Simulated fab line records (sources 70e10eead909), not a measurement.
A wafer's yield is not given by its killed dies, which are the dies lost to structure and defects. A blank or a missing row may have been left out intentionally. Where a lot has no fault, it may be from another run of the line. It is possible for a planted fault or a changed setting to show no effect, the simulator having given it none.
fab line records -- flow nand-harc
record: lots: 7, wafers: 21, last-day: 33
route steps=1302 shown P_M2@328 END@1302
lots that met no fault: from a run of the same line without faults
start-h: start of the lot's first displayed wafer, in hours after the record's first day -- wait-h: time in hours since the lot's previous step -- " identical to the entry in the row above -- L1.1+2: a row that stands for several wafers -- - value missing, or start not given -- * or withheld: withheld -- < > ~ a bound
route shown NAME@n: a module of which the file shows steps, and the number in the route of the first -- usual: mean/standard deviation of fault-free wafers -- same: alike in all rows -- chamber/n: place in a boat -- sites: each site's reading -- _std_site: standard deviation of those values -- _edge_site: inner sites' mean taken away from outer sites' mean -- radius-mm: how far each site lies from the wafer's centre -- mask NAME#n: copy n -- behind: tool/chamber where the wafer was last shaped -- hold: why the lot went on hold/how many hours it stayed there/how the hold came to an end -- device: the transistor (n, p or np) that didn't switch -- end of line: tests run on the same wafers once the route is complete -- a step with no rows: only its recipe -- killed: at the first sort, the dies lost to defects and structure; wafer yield is something else -- map: the dies of a wafer, with x for killed, . for not killed, _ for no die there
set.NAME: setting as actually run; set.NAME@STEP: the setting as run at that earlier step -- model.NAME: the simulator's own value behind a step, which no gauge read
lots at some steps of the route; a table a step, a row a wafer
services: the hour from which a tool's chamber was out of use, counted from the record's first day as start-h (under 0 if before that day), plus the number of hours and why
== steps ==
step: NHARC_P_M2_CD_MEAS_09
recipe: target-cd-nm: 170, landing-energy-ev: 500
usual: cd-nm: 170.1/0.73
lot.wafer,tool,chamber,start-h,wait-h,cd-nm
L807.2,cd-sem-03,0,149.47,-,169.1
L807.5,cd-sem-03,0,149.47,-,169.8
L807.6,cd-sem-03,0,149.47,-,169.6
L808.1,cd-sem-02,0,161.75,-,169.8
L808.3,cd-sem-02,0,161.75,-,171.1
L808.4,cd-sem-02,0,161.75,-,169.2
L809.4,cd-sem-02,0,169.41,-,170.1
L809.5,cd-sem-02,0,169.41,-,170.4
L809.6,cd-sem-02,0,169.41,-,170.6
L811.2,cd-sem-03,0,185.38,-,169.6
L811.3,cd-sem-03,0,185.38,-,170.4
L811.5,cd-sem-03,0,185.38,-,170.0
L820.2,cd-sem-02,0,288.54,-,170.4
L820.3,cd-sem-02,0,288.54,-,170.1
L820.5,cd-sem-02,0,288.54,-,170.1
L826.4,cd-sem-03,0,340.98,-,168.8
L826.5,cd-sem-03,0,340.98,-,170.4
L826.6,cd-sem-03,0,340.98,-,169.9
L828.2,cd-sem-02,0,360.71,-,171.3
L828.3,cd-sem-02,0,360.71,-,170.4
L828.6,cd-sem-02,0,360.71,-,170.8
step: NHARC_P_M2_OVL_MEAS_10
recipe: pitch-nm: 340
usual: overlay-x-nm: 0.0/0.85, overlay-y-nm: -0.1/0.89
lot.wafer,tool,chamber,start-h,wait-h,overlay-x-nm,overlay-y-nm
L807.2,overlay-02,-,149.55,-,-0.4,-0.9
L807.5,overlay-02,-,149.55,-,0.2,-0.7
L807.6,overlay-02,-,149.55,-,0.0,-0.7
L808.1,overlay-02,-,161.83,-,0.8,0.4
L808.3,overlay-02,-,161.83,-,0.9,-0.1
L808.4,overlay-02,-,161.83,-,0.2,0.4
L809.4,overlay-01,-,169.49,-,-1.5,-0.8
L809.5,overlay-01,-,169.49,-,-0.9,-1.0
L809.6,overlay-01,-,169.49,-,-1.3,-1.4
L811.2,overlay-02,-,185.47,-,-1.6,-2.0
L811.3,overlay-02,-,185.47,-,-1.3,-1.7
L811.5,overlay-02,-,185.47,-,-1.6,-1.4
L820.2,overlay-02,-,288.63,-,0.5,-0.3
L820.3,overlay-02,-,288.63,-,0.1,-0.2
L820.5,overlay-02,-,288.63,-,0.1,0.2
L826.4,overlay-01,-,341.07,-,-0.4,0.9
L826.5,overlay-01,-,341.07,-,-0.9,1.6
L826.6,overlay-01,-,341.07,-,-0.4,1.4
L828.2,overlay-02,-,360.80,-,-0.1,0.4
L828.3,overlay-02,-,360.80,-,0.7,0.5
L828.6,overlay-02,-,360.80,-,0.0,0.8
step: NHARC_P_M2_INSPECT_11
usual: raw-defect-count: 5/3.2
lot.wafer,tool,chamber,start-h,wait-h,raw-defect-count
L807.2,defect-inspect-01,-,149.59,0.0,1
L807.5,defect-inspect-01,-,149.59,0.0,2
L807.6,defect-inspect-01,-,149.59,0.0,2
L808.1,defect-inspect-02,-,161.87,0.0,5
L808.3,defect-inspect-02,-,161.87,0.0,5
L808.4,defect-inspect-02,-,161.87,0.0,1
L809.4,defect-inspect-02,-,169.53,0.0,4
L809.5,defect-inspect-02,-,169.53,0.0,3
L809.6,defect-inspect-02,-,169.53,0.0,3
L811.2,defect-inspect-02,-,185.50,0.0,9
L811.3,defect-inspect-02,-,185.50,0.0,5
L811.5,defect-inspect-02,-,185.50,0.0,3
L820.2,defect-inspect-02,-,288.66,0.0,4
L820.3,defect-inspect-02,-,288.66,0.0,1
L820.5,defect-inspect-02,-,288.66,0.0,3
L826.4,defect-inspect-01,-,341.10,0.0,2
L826.5,defect-inspect-01,-,341.10,0.0,4
L826.6,defect-inspect-01,-,341.10,0.0,4
L828.2,defect-inspect-01,-,360.83,0.0,2
L828.3,defect-inspect-01,-,360.83,0.0,5
L828.6,defect-inspect-01,-,360.83,0.0,3
step: NHARC_P_M2_DESCUM_14
recipe: time-s: 3, o2-flow-sccm: 200, ar-flow-sccm: 0, bias-power-w: 0, chemistry: O2
step: NHARC_P_M2_ETCH_35
recipe: target-depth-a: 400, overetch-a: 120, time-s: 43.94, ion-energy-ev: 200, n2-flow-sccm: 150, h2-flow-sccm: 150, ar-flow-sccm: 0, rf-w: 400, bias-w: 150, chemistry: N2/H2
usual: drypump-motor-current-A: 5.9/0.5, oes-product-au: 1.003/0.014, rf-fwd-power-W: 395.1/1.7, rf-vpp-V: 431.6/2.1, showerhead-plenum-p-Torr: 2.08/0.068, throttle-valve-pct: 14.171/0.01
lot.wafer,tool,chamber,start-h,wait-h,drypump-motor-current-A,oes-product-au,rf-fwd-power-W,rf-hours-counter-h,rf-vpp-V,showerhead-plenum-p-Torr,throttle-valve-pct
L807.2,rie-diel-03,0,149.77,0.1,4.8,1.020,394.2,0.7,432.7,2.13,14.151
L807.6,rie-diel-03,3,149.77,0.1,6.7,1.019,392.0,-,433.2,2.14,14.175
L807.5,rie-diel-03,0,149.77,0.1,4.8,1.021,396.1,-,432.7,2.13,14.185
L808.3,rie-diel-03,2,162.02,0.1,6.3,1.007,393.8,1.2,429.7,1.99,14.174
L808.4,rie-diel-03,3,162.02,0.1,6.7,1.017,392.5,1.0,433.0,2.14,14.162
L808.1,rie-diel-03,1,162.02,0.1,5.0,1.007,392.6,1.0,435.5,2.21,14.160
L809.4,rie-diel-09,2,169.69,0.1,6.1,1.010,395.0,0.5,431.9,2.11,14.172
L809.6,rie-diel-09,3,169.69,0.1,6.1,1.034,395.0,-,433.9,2.12,14.183
L809.5,rie-diel-09,0,169.69,0.1,6.2,0.999,393.8,-,429.1,2.00,14.173
L811.2,rie-diel-09,3,185.65,0.1,6.1,1.010,394.6,2.3,433.2,2.12,14.167
L811.3,rie-diel-09,2,185.65,0.1,6.0,0.990,396.5,2.3,432.0,2.11,14.177
L811.5,rie-diel-09,3,185.65,0.1,6.1,1.018,395.7,-,433.1,2.12,14.172
L820.2,rie-diel-05,2,288.82,0.1,5.7,1.012,396.9,2.7,430.0,2.01,14.178
L820.3,rie-diel-05,3,288.82,0.1,5.3,0.979,392.8,2.2,430.2,2.02,14.188
L820.5,rie-diel-05,2,288.82,0.1,5.7,1.004,395.8,-,429.6,2.01,14.158
L826.4,rie-diel-05,3,341.25,0.1,5.4,0.999,395.1,5.8,429.4,2.02,14.172
L826.5,rie-diel-05,2,341.25,0.1,5.7,1.003,397.5,-,430.7,2.01,14.172
L826.6,rie-diel-05,3,341.25,0.1,5.4,0.995,394.0,-,429.8,2.02,14.179
L828.3,rie-diel-09,0,360.98,0.1,6.2,0.994,395.7,1.2,429.9,1.99,14.181
L828.2,rie-diel-09,2,360.98,0.1,6.1,1.004,396.9,1.0,432.4,2.11,14.171
L828.6,rie-diel-09,3,360.98,0.1,6.1,1.019,395.5,-,433.1,2.12,14.167
step: NHARC_P_M2_ETCH_15
recipe: target-depth-a: 1825, time-s: 91.2, c4f8-flow-sccm: withheld, ar-flow-sccm: 400, rf-w: 600, bias-w: 300, chemistry: C4F8/Ar
usual: oes-product-au: 0.947/0.022, rf-fwd-power-W: 595.7/2.2, rf-vpp-V: 442.1/2.1
lot.wafer,tool,chamber,start-h,wait-h,oes-product-au,rf-fwd-power-W,rf-hours-counter-h,rf-vpp-V
L807.2,rie-diel-03,2,-,-,0.942,591.6,0.7,439.9
L807.6,rie-diel-03,0,-,-,0.953,595.6,-,443.5
L807.5,rie-diel-03,3,-,-,0.945,593.6,-,444.4
L808.1,rie-diel-03,1,-,-,0.936,594.9,1.0,446.1
L808.4,rie-diel-03,2,-,-,0.924,593.8,1.2,441.6
L808.3,rie-diel-03,0,-,-,0.948,595.9,1.3,443.4
L809.4,rie-diel-09,2,-,-,0.980,594.0,0.5,441.5
L809.6,rie-diel-09,0,-,-,0.961,599.3,-,439.0
L809.5,rie-diel-09,1,-,-,0.946,595.2,-,443.1
L811.3,rie-diel-09,0,-,-,0.964,595.3,1.4,440.6
L811.2,rie-diel-09,3,-,-,0.995,597.4,2.3,443.4
L811.5,rie-diel-09,1,-,-,0.951,594.4,-,443.0
L820.3,rie-diel-05,2,-,-,0.922,598.7,2.7,439.3
L820.2,rie-diel-05,3,-,-,0.918,594.8,2.2,440.9
L820.5,rie-diel-05,2,-,-,0.940,597.3,-,440.2
L826.4,rie-diel-05,0,-,-,0.918,593.8,6.0,437.5
L826.5,rie-diel-05,0,-,-,0.928,594.1,-,438.1
L826.6,rie-diel-05,1,-,-,0.938,599.5,-,441.8
L828.2,rie-diel-09,1,-,-,0.947,594.1,1.3,443.2
L828.3,rie-diel-09,3,-,-,0.990,596.6,0.9,443.3
L828.6,rie-diel-09,2,-,-,0.970,593.5,-,442.9
step: NHARC_P_M2_CD_MEAS_16
usual: cd-nm: 170.0/1.1
lot.wafer,tool,chamber,start-h,wait-h,cd-nm
L807.2,cd-sem-03,-,150.00,-,168.6
L807.5,cd-sem-03,-,150.00,-,169.7
L807.6,cd-sem-03,-,150.00,-,167.7
L808.1,cd-sem-03,-,162.24,-,168.3
L808.3,cd-sem-03,-,162.24,-,171.6
L808.4,cd-sem-03,-,162.24,-,169.0
L809.4,cd-sem-01,-,169.90,-,170.3
L809.5,cd-sem-01,-,169.90,-,170.5
L809.6,cd-sem-01,-,169.90,-,171.4
L811.2,cd-sem-02,-,185.87,-,170.0
L811.3,cd-sem-02,-,185.87,-,170.5
L811.5,cd-sem-02,-,185.87,-,170.7
L820.2,cd-sem-01,-,289.03,-,170.2
L820.3,cd-sem-01,-,289.03,-,170.3
L820.5,cd-sem-01,-,289.03,-,169.9
L826.4,cd-sem-02,-,341.48,-,167.6
L826.5,cd-sem-02,-,341.48,-,170.6
L826.6,cd-sem-02,-,341.48,-,169.4
L828.2,cd-sem-03,-,361.20,-,171.3
L828.3,cd-sem-03,-,361.20,-,170.2
L828.6,cd-sem-03,-,361.20,-,171.3
step: NHARC_P_M2_STRIP_18
recipe: power-w: 1000, n2-flow-sccm: 150, h2-flow-sccm: 150, ar-flow-sccm: 0, bias-w: 0, chemistry: N2/H2
step: NHARC_P_M2_ETCH_28
recipe: target-depth-a: 300, over-etch-frac: 0.3, time-s: 72.99, ion-energy-ev: 150, cf4-flow-sccm: 50, n2-flow-sccm: 100, ar-flow-sccm: 150, rf-w: 300, bias-w: 100, chemistry: CF4/N2
usual: drypump-motor-current-A: 5.8/0.52, oes-product-au: 1.001/0.014, rf-fwd-power-W: 297.4/1.1, rf-vpp-V: 314.7/1.7, showerhead-plenum-p-Torr: 2.66/0.087, throttle-valve-pct: 19.795/0.0078
same: over-etch-frac: 0.3
lot.wafer,tool,chamber,start-h,wait-h,drypump-motor-current-A,oes-product-au,rf-fwd-power-W,rf-hours-counter-h,rf-vpp-V,showerhead-plenum-p-Torr,throttle-valve-pct
L807.2,rie-diel-05,2,-,-,5.7,1.017,298.6,2.9,312.7,2.59,19.785
L807.5,rie-diel-05,3,-,-,5.4,0.987,296.7,-,314.4,2.61,19.798
L807.6,rie-diel-05,0,-,-,5.6,1.002,298.0,-,312.7,2.51,19.787
L808.3,rie-diel-09,3,-,-,6.1,1.022,296.8,0.3,317.3,2.73,19.793
L808.1,rie-diel-09,0,-,-,6.1,1.013,297.5,0.6,312.5,2.57,19.786
L808.4,rie-diel-09,3,-,-,6.1,1.026,298.4,-,315.8,2.73,19.802
L809.4,rie-diel-05,1,-,-,6.4,0.996,298.5,4.4,313.8,2.65,19.802
L809.5,rie-diel-05,3,-,-,5.4,0.986,295.8,-,314.6,2.61,19.795
L809.6,rie-diel-05,0,-,-,5.5,0.999,298.5,-,312.5,2.51,19.811
L811.2,rie-diel-05,1,-,-,6.4,0.987,297.3,5.0,314.8,2.65,19.794
L811.3,rie-diel-05,3,-,-,5.3,0.993,295.7,3.9,315.3,2.61,19.798
L811.5,rie-diel-05,2,-,-,5.7,1.012,297.4,-,313.6,2.59,19.803
L820.2,rie-diel-09,0,-,-,6.2,0.993,298.0,4.8,313.7,2.57,19.793
L820.3,rie-diel-09,1,-,-,5.8,0.995,297.6,6.6,316.9,2.72,19.785
L820.5,rie-diel-09,3,-,-,6.1,1.027,298.6,-,316.5,2.72,19.797
L826.4,rie-diel-09,2,-,-,6.1,1.011,295.6,0.5,315.4,2.70,19.800
L826.5,rie-diel-09,2,-,-,6.1,1.009,296.8,-,314.8,2.70,19.798
L826.6,rie-diel-09,3,-,-,6.1,1.006,297.8,-,316.2,2.72,19.787
L828.3,rie-diel-03,2,-,-,6.3,1.001,297.4,3.8,313.3,2.56,19.783
L828.2,rie-diel-03,3,-,-,6.7,1.008,294.0,4.0,317.5,2.74,19.790
L828.6,rie-diel-03,3,-,-,6.7,1.007,294.9,-,315.4,2.74,19.790
step: NHARC_P_M2_STRIP_19
recipe: time-s: 600, temp-c: 30, chemistry: post-etch-residue-remover
step: NHARC_P_M2_DEGAS_29
recipe: temp-c: 250, time-s: 60
usual: heater-power-w: 319/17
lot.wafer,tool,chamber,start-h,wait-h,heater-power-w
L807.2,pvd-sputter-02,-,150.73,-,316
L807.5,pvd-sputter-02,-,150.73,-,309
L807.6,pvd-sputter-02,-,150.73,-,317
L808.1,pvd-sputter-01,-,163.01,-,293
L808.3,pvd-sputter-01,-,163.01,-,288
L808.4,pvd-sputter-01,-,163.01,-,330
L809.4,pvd-sputter-02,-,170.63,-,309
L809.6,pvd-sputter-02,-,170.63,-,317
L809.5,pvd-sputter-02,-,170.63,-,318
L811.2,pvd-sputter-02,-,186.59,-,316
L811.3,pvd-sputter-02,-,186.59,-,353
L811.5,pvd-sputter-02,-,186.59,-,316
L820.2,pvd-sputter-03,-,289.76,-,333
L820.3,pvd-sputter-03,-,289.76,-,290
L820.5,pvd-sputter-03,-,289.76,-,318
L826.4,pvd-sputter-02,-,342.21,-,328
L826.6,pvd-sputter-02,-,342.21,-,317
L826.5,pvd-sputter-02,-,342.21,-,327
L828.2,pvd-sputter-01,-,361.91,-,315
L828.3,pvd-sputter-01,-,361.91,-,336
L828.6,pvd-sputter-01,-,361.91,-,291
step: NHARC_P_M2_PRE_CLEAN_30
recipe: time-s: 30, temp-c: 280, gas: H2/He
usual: heater-power-w: 390/25
lot.wafer,tool,chamber,start-h,wait-h,heater-power-w
L807.2,pvd-sputter-02,-,-,-,373
L807.6,pvd-sputter-02,-,-,-,433
L807.5,pvd-sputter-02,-,-,-,392
L808.4,pvd-sputter-01,-,-,-,418
L808.3,pvd-sputter-01,-,-,-,351
L808.1,pvd-sputter-01,-,-,-,363
L809.4,pvd-sputter-02,-,-,-,423
L809.5,pvd-sputter-02,-,-,-,380
L809.6,pvd-sputter-02,-,-,-,401
L811.2,pvd-sputter-02,-,-,-,393
L811.3,pvd-sputter-02,-,-,-,381
L811.5,pvd-sputter-02,-,-,-,388
L820.2,pvd-sputter-03,-,-,-,345
L820.3,pvd-sputter-03,-,-,-,394
L820.5,pvd-sputter-03,-,-,-,414
L826.4,pvd-sputter-02,-,-,-,388
L826.6,pvd-sputter-02,-,-,-,415
L826.5,pvd-sputter-02,-,-,-,385
L828.2,pvd-sputter-01,-,-,-,351
L828.3,pvd-sputter-01,-,-,-,371
L828.6,pvd-sputter-01,-,-,-,421
step: NHARC_P_M2_PVD_20
recipe: target-thk-a: 50, bias-v: 168.6, power-w: 15000, chamber-pressure-pa: 0.12, time-s: 8.06, substrate-temp-c: 50, material: TaN
usual: throttle-valve-pct: 30.0/1.2
lot.wafer,tool,chamber,start-h,wait-h,throttle-valve-pct
L807.2,pvd-sputter-02,-,150.88,-,31.3
L807.6,pvd-sputter-02,-,150.88,-,30.1
L807.5,pvd-sputter-02,-,150.88,-,30.9
L808.1,pvd-sputter-01,-,163.13,-,30.1
L808.3,pvd-sputter-01,-,163.13,-,27.3
L808.4,pvd-sputter-01,-,163.13,-,31.9
L808.1,pvd-sputter-01,-,163.39,-,30.0
L808.3,pvd-sputter-01,-,163.39,-,27.4
L808.4,pvd-sputter-01,-,163.39,-,32.0
L809.4,pvd-sputter-02,-,170.76,-,30.2
L809.6,pvd-sputter-02,-,170.76,-,30.2
L809.5,pvd-sputter-02,-,170.76,-,30.6
L809.4,pvd-sputter-02,-,171.04,-,30.1
L809.6,pvd-sputter-02,-,171.04,-,30.2
L809.5,pvd-sputter-02,-,171.04,-,31.0
L811.3,pvd-sputter-02,-,186.69,-,31.5
L811.2,pvd-sputter-02,-,186.69,-,30.8
L811.5,pvd-sputter-02,-,186.69,-,30.0
L811.3,pvd-sputter-02,-,186.96,-,31.4
L811.2,pvd-sputter-02,-,186.96,-,30.6
L811.5,pvd-sputter-02,-,186.96,-,30.2
L820.2,pvd-sputter-03,-,289.85,-,29.7
L820.3,pvd-sputter-03,-,289.85,-,28.4
L820.5,pvd-sputter-03,-,289.85,-,28.0
L826.4,pvd-sputter-02,-,342.36,-,29.7
L826.6,pvd-sputter-02,-,342.36,-,31.3
L826.5,pvd-sputter-02,-,342.36,-,29.8
L828.2,pvd-sputter-01,-,362.02,-,30.4
L828.3,pvd-sputter-01,-,362.02,-,29.8
L828.6,pvd-sputter-01,-,362.02,-,26.4
step: NHARC_P_M2_PVD_21
recipe: target-thk-a: 300, chamber-pressure-pa: 5, power-w: 5000, substrate-temp-c: 30, time-s: 20.49, material: Cu
step: NHARC_END_SORT_01
recipe: temp-c: 25
usual: defect-limited-yield: 91/3, killed-at-array: 56/20, killed-at-other: 0.9/1.1, killed-at-periphery: 3.7/3, killed-dies: 61/21, killed-open: 2.9/1.6, killed-short: 2.6/1.4
same: gross-dies: 677
lot.wafer,tool,chamber,start-h,wait-h,defect-limited-yield[%],killed-at-array,killed-at-other,killed-at-periphery,killed-dies,killed-open,killed-short
L807.2,prober-01,0,588.99,2.8,91,61,1,2,64,5,2
L807.5,prober-01,0,591.36,3.7,94,41,0,1,42,1,4
L807.6,prober-01,0,592.15,4.0,90,63,2,1,66,1,2
L809.4,prober-01,0,598.68,3.4,92,55,0,2,57,6,2
L809.5,prober-01,0,599.49,3.7,88,81,0,1,82,1,5
L809.6,prober-01,0,600.31,4.1,90,65,0,3,68,3,4
L811.2,prober-02,0,615.75,2.8,88,82,0,1,83,2,3
L811.3,prober-02,0,616.56,3.1,86,93,0,2,95,0,1
L811.5,prober-02,0,618.17,3.7,91,62,0,2,64,4,0
L820.2,prober-02,0,725.63,2.8,94,34,0,4,38,5,4
L820.3,prober-02,0,726.42,3.1,95,32,0,2,34,4,0
L820.5,prober-02,0,728.00,3.7,93,48,0,2,50,4,2
L826.4,prober-02,0,775.29,3.4,92,53,3,1,57,5,3
L826.5,prober-02,0,776.10,3.7,91,59,2,1,62,2,5
L826.6,prober-02,0,776.91,4.0,91,58,3,1,62,4,3
killed by level:class
L807.2 A_CHANNEL_HOLE_D1:chamber-film-flake=25 A_CHANNEL_HOLE_D2:chamber-film-flake=21 A_CONTACT:chamber-film-flake=9 P_GATE:geometric-particle:open=1 P_CONTACT:geometric-particle:open=1 A_CHANNEL_FILL_D1:geometric-particle:open=1 A_DECK1_JOINT:geometric-particle:short=1 A_STAIRCASE:geometric-particle:open=1
L807.5 A_CHANNEL_HOLE_D2:chamber-film-flake=15 A_CHANNEL_HOLE_D1:chamber-film-flake=10 A_CONTACT:chamber-film-flake=7 A_STAIRCASE:chamber-film-flake=2 A_WL_FILL:chamber-film-flake=2 A_DECK1_JOINT:geometric-particle:short=1 A_CHANNEL_HOLE_D2:geometric-particle:short=1 A_SLIT:geometric-particle:short=1
L807.6 A_CHANNEL_HOLE_D2:chamber-film-flake=31 A_CHANNEL_HOLE_D1:chamber-film-flake=15 A_CONTACT:chamber-film-flake=11 THIN_TSV:chamber-film-flake=2 P_M0:geometric-particle:open=1 A_DECK1_JOINT:geometric-particle:short=1 A_CHANNEL_FILL_D2:geometric-particle:short=1 A_CHANNEL_FILL_D1:chamber-film-flake=1
L809.4 A_SLIT:chamber-film-flake=26 A_CHANNEL_HOLE_D2:chamber-film-flake=16 A_CONTACT:chamber-film-flake=3 A_DECK1_JOINT:geometric-particle:open=2 A_WL_FILL:chamber-film-flake=2 P_STI:geometric-particle:open=1 A_CHANNEL_FILL_D1:geometric-particle:open=1 A_CHANNEL_HOLE_D2:geometric-particle:short=1
L809.5 A_CHANNEL_HOLE_D2:chamber-film-flake=40 A_SLIT:chamber-film-flake=27 A_CONTACT:chamber-film-flake=3 A_ONON_D2:geometric-particle:short=2 A_ZERO_WELL:chamber-film-flake=2 A_WL_FILL:chamber-film-flake=2 P_CONTACT:geometric-particle:open=1 A_CHANNEL_HOLE_D1:geometric-particle:short=1
L809.6 A_SLIT:chamber-film-flake=28 A_CHANNEL_HOLE_D2:chamber-film-flake=26 A_CONTACT:chamber-film-flake=5 P_STI:geometric-particle:short=1 P_CONTACT:geometric-particle:open=1 A_CHANNEL_FILL_D1:geometric-particle:short=1 A_CHANNEL_FILL_D1:geometric-particle:open=1 A_DECK1_JOINT:geometric-particle:short=1
L811.2 A_SLIT:chamber-film-flake=32 A_CHANNEL_HOLE_D2:chamber-film-flake=24 A_CONTACT:chamber-film-flake=8 A_CHANNEL_HOLE_D1:chamber-film-flake=4 A_CHANNEL_FILL_D1:chamber-film-flake=3 A_SGD_CUT:chamber-film-flake=3 A_DECK1_JOINT:geometric-particle:short=1 A_CHANNEL_FILL_D2:geometric-particle:open=1
L811.3 A_CHANNEL_HOLE_D2:chamber-film-flake=39 A_SLIT:chamber-film-flake=37 A_CONTACT:chamber-film-flake=9 A_WL_FILL:chamber-film-flake=4 A_DECK1_JOINT:geometric-particle:short=1 P_ZERO_WELL:chamber-film-flake=1 P_GATE:chamber-film-flake=1 A_CHANNEL_HOLE_D1:chamber-film-flake=1
L811.5 A_CHANNEL_HOLE_D2:chamber-film-flake=26 A_SLIT:chamber-film-flake=22 A_CONTACT:chamber-film-flake=5 P_ZERO_WELL:chamber-film-flake=2 A_CHANNEL_HOLE_D1:chamber-film-flake=2 A_SGD_CUT:chamber-film-flake=2 A_CHANNEL_HOLE_D1:geometric-particle:open=1 A_DECK1_JOINT:geometric-particle:open=1
L820.2 A_CHANNEL_HOLE_D1:chamber-film-flake=16 A_DECK1_JOINT:chamber-film-flake=3 A_STAIRCASE:chamber-film-flake=3 P_CONTACT:geometric-particle:open=2 A_SLIT:chamber-film-flake=2 A_CHANNEL_FILL_D1:geometric-particle:short=1 A_DECK1_JOINT:geometric-particle:short=1 A_CHANNEL_FILL_D2:geometric-particle:short=1
L820.3 A_CHANNEL_HOLE_D1:chamber-film-flake=21 A_STAIRCASE:chamber-film-flake=3 P_CONTACT:geometric-particle:open=1 A_ONON_D2:geometric-particle:open=1 A_SLIT:geometric-particle:open=1 A_BLC:geometric-particle:open=1 P_ZERO_WELL:chamber-film-flake=1 A_DECK1_JOINT:chamber-film-flake=1
L820.5 A_CHANNEL_HOLE_D1:chamber-film-flake=36 A_CONTACT:chamber-film-flake=4 A_STAIRCASE:chamber-film-flake=2 P_GATE:geometric-particle:open=1 P_M0:geometric-particle:short=1 A_SOURCE_PLATE:geometric-particle:short=1 A_CHANNEL_FILL_D1:geometric-particle:open=1 A_DECK1_JOINT:geometric-particle:open=1
L826.4 A_SLIT:chamber-film-flake=37 A_CONTACT:chamber-film-flake=3 A_M1:geometric-particle:open=2 A_CHANNEL_HOLE_D1:unspecified=2 A_M1:chamber-film-flake=2 THIN_TSV:chamber-film-flake=2 P_ZERO_WELL:geometric-particle:open=1 A_SOURCE_PLATE:geometric-particle:short=1
L826.5 A_SLIT:chamber-film-flake=29 A_CONTACT:chamber-film-flake=10 A_CHANNEL_HOLE_D1:unspecified=4 A_STAIRCASE:chamber-film-flake=4 A_M1:chamber-film-flake=3 A_M0:geometric-particle:short=2 A_WL_FILL:chamber-film-flake=2 THIN_TSV:chamber-film-flake=2
L826.6 A_SLIT:chamber-film-flake=37 A_CONTACT:chamber-film-flake=11 THIN_TSV:chamber-film-flake=3 A_ONON_D1:geometric-particle:open=2 A_M1:chamber-film-flake=2 P_CONTACT:geometric-particle:open=1 A_SOURCE_PLATE:geometric-particle:short=1 A_SOURCE_PLATE:geometric-particle:open=1
== services ==
tool,chamber,start-h,hours,kind
rie-diel-05,0,132.21,8.8,repair
rie-diel-09,-,143.15,9.0,pm
rie-diel-09,0,143.15,9.0,vent-cycle
pvd-sputter-02,-,145.33,0.6,repair
rie-diel-03,1,146.73,4.7,repair
rie-diel-03,3,153.09,8.0,repair
rie-diel-09,1,161.59,4.5,repair
pvd-sputter-01,-,167.06,6.9,repair
pvd-sputter-03,-,170.00,10.0,pm
rie-diel-09,0,173.08,5.4,repair
pvd-sputter-03,-,181.15,18.2,repair
rie-diel-05,-,189.25,0.5,repair
rie-diel-03,-,190.71,3.3,repair
rie-diel-05,-,229.96,9.0,pm
rie-diel-03,0,270.11,3.1,repair
pvd-sputter-01,-,274.89,10.0,pm
rie-diel-03,0,277.96,4.5,repair
rie-diel-03,-,281.97,9.0,pm
pvd-sputter-02,-,282.00,10.0,pm
rie-diel-03,1,303.06,10.0,repair
rie-diel-05,0,317.44,1.7,repair
rie-diel-09,-,320.15,9.0,pm
rie-diel-09,2,333.88,3.6,repair
pvd-sputter-03,-,348.00,10.0,pm
== key ==
first-sign: step: NHARC_P_M2_PVD_20, reading: visit, direction: added
effect none on later readings
met-at NHARC_P_M2_PVD_20
struck-wafers L808.1,L808.3,L808.4,L809.4,L809.5,L809.6,L811.2,L811.3,L811.5
fault: kind: repeated-step-whole, tool: pvd-sputter-01,pvd-sputter-02,pvd-sputter-03, chamber: -, onset-h: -, steps: NHARC_P_M2_PVD_20, times: 1, scope: struck-lots-only
